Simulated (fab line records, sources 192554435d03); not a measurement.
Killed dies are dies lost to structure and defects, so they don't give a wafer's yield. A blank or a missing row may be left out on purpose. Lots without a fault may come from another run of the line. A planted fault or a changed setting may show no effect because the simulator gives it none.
Split-lot experiment | flow n5_finfet | 7 lots, 21 wafers read, on a route of 1938 steps

THE SPLIT
At N5_SDB_COAT_05 (resist thk 90 nm), the setting spin_rpm was moved away from the recipe's 1500 rpm on 7 of the 21 wafers read, by -7.0% to +7.8%. The other wafers ran this setting at the recipe's value.

FROM THE SPLIT TO THE READING: what the file shows between them, 6 steps
- N5_SDB_EBR_07
- N5_SDB_SOFTBAKE_06: time 60 s
- N5_SDB_EXPOSE_08: exposes mask SDB
- N5_SDB_PEB_09: peb time 60 s
- N5_SDB_DEVELOP_10: develop time 30 s
- N5_SDB_DESCUM_16: chemistry O2, time 7.9 s

THE READING
CAR-ArF_of_SDB_COAT_05.thk_nm (the simulator's own value, which no gauge read), in nm, at N5_SDB_ETCH_17 (etches SiARC in CF4, target depth 23.4 nm, time 39 s). The file gives no usual value for it. The 14 wafers here that ran the recipe average 66.7 nm, standard deviation 0.21 nm.

wafer  | tool, chamber at the split | spin_rpm as run, rpm | against the recipe | CAR-ArF_of_SDB_COAT_05.thk_nm, nm | against lot-mates on the recipe
L074.3 | litho_track-03, 0          | 1598                 | +6.5%              | 64.4                              | -2.4
L074.4 | litho_track-03, 0          | 1598                 | +6.5%              | 64                                | -2.8
L074.5 | litho_track-03, 0          | 1500                 | recipe             | 66.8                              | -
L076.1 | litho_track-03, 0          | 1500                 | recipe             | 66.6                              | -
L076.4 | litho_track-03, 0          | 1500                 | recipe             | 66.6                              | -
L076.6 | litho_track-03, 0          | 1500                 | recipe             | 66.8                              | -
L082.1 | litho_track-03, 0          | 1395                 | -7.0%              | 70.6                              | no lot-mate on the recipe
L082.3 | litho_track-03, 0          | 1395                 | -7.0%              | 70                                | no lot-mate on the recipe
L082.6 | litho_track-03, 0          | 1395                 | -7.0%              | 70.4                              | no lot-mate on the recipe
L088.2 | litho_track-03, 0          | 1617                 | +7.8%              | 63.8                              | -2.8
L088.4 | litho_track-03, 0          | 1500                 | recipe             | 66.6                              | -
L088.6 | litho_track-03, 0          | 1617                 | +7.8%              | 63.6                              | -3.0
L089.1 | litho_track-03, 0          | 1500                 | recipe             | 66.8                              | -
L089.6 | litho_track-03, 0          | 1500                 | recipe             | 66.8                              | -
L089.2 | litho_track-03, 0          | 1500                 | recipe             | 67.2                              | -
L091.2 | litho_track-02, 0          | 1500                 | recipe             | 66.6                              | -
L091.6 | litho_track-02, 0          | 1500                 | recipe             | 66.6                              | -
L091.4 | litho_track-02, 0          | 1500                 | recipe             | 66.8                              | -
L094.1 | litho_track-01, 0          | 1500                 | recipe             | 66.4                              | -
L094.2 | litho_track-01, 0          | 1500                 | recipe             | 66.4                              | -
L094.6 | litho_track-01, 0          | 1500                 | recipe             | 66.4                              | -

THE FIT
A straight line over all 21 wafers: CAR-ArF_of_SDB_COAT_05.thk_nm changes by -0.443 nm for each +1% of spin_rpm; r = -0.99; the points scatter about the line by 0.33 nm.
The same after taking each lot's own level away (the mean of its wafers on the recipe; 18 wafers): -0.382 nm for each +1%; r = -0.99; scatter 0.14 nm.
On that fit, the largest move of spin_rpm shifts the reading by 3 nm.
The lots' own levels span 66.40 to 66.93 nm, that is 2.6 times the standard deviation above.
So the lot-to-lot level changes the slope: the two fits differ.
Check: with one of the wafers moved furthest among these (+7.8%) left out of the fit, the line predicts -3.06 nm for it against its lot-mates. It came out at -2.8 nm against them.

OTHER SPLITS ON THESE WAFERS
These wafers also went through other splits before the reading. Each is held against what the fit with the lots' levels taken away leaves over:
other split on the same wafers                    | wafers away from the commonest value | r with CAR-ArF_of_SDB_COAT_05.thk_nm (lot level and that fit taken away)
N5_WELL_APT_PEB_23 peb_temp_c                     | 6                                    | -0.06
N5_WELL_APT_DESCUM_30 time_s                      | 4                                    | -0.56
N5_PMOS_HMC_CHANNEL_EPI_HM_DEP_34 time_s          | 10                                   | +0.06
N5_PMOS_HMC_CHANNEL_EPI_DEVELOP_08 develop_time_s | 5                                    | -0.43
N5_FIN_CUT_COAT_02 spin_rpm                       | 10                                   | -0.30
N5_DUMMY_GATE_COAT_28 spin_rpm                    | 8                                    | +0.30
N5_SD_EPI_N_ETCH_45 target_depth_a                | 5                                    | -0.23
N5_SD_EPI_N_EPI_21 time_s                         | 3                                    | +0.40

THE WHOLE CHAIN: every reading that the file lists as answering this split, in the file's order
step              | what it does                                         | reading                                                                        | change (the file's fit)               | r (the file's)
N5_SDB_COAT_05    | resist thk 90 nm                                     | CAR-ArF_of_SDB_COAT_05.thk_nm (the simulator's own value, which no gauge read) | -0.395 nm for each +1% of the setting | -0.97
N5_SDB_DEVELOP_10 | develop time 30 s                                    | CAR-ArF_of_SDB_COAT_05.thk_nm (the simulator's own value, which no gauge read) | -0.41 nm for each +1% of the setting  | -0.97
N5_SDB_DESCUM_16  | chemistry O2, time 7.9 s                             | CAR-ArF_of_SDB_COAT_05.thk_nm (the simulator's own value, which no gauge read) | -0.39 nm for each +1% of the setting  | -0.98
N5_SDB_ETCH_17    | etches SiARC in CF4, target depth 23.4 nm, time 39 s | CAR-ArF_of_SDB_COAT_05.thk_nm (the simulator's own value, which no gauge read) | -0.383 nm for each +1% of the setting | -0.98

THE FILE'S OWN FIT
CAR-ArF_of_SDB_COAT_05.thk_nm changes by -0.383 nm for each +1% of spin_rpm, r = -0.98.
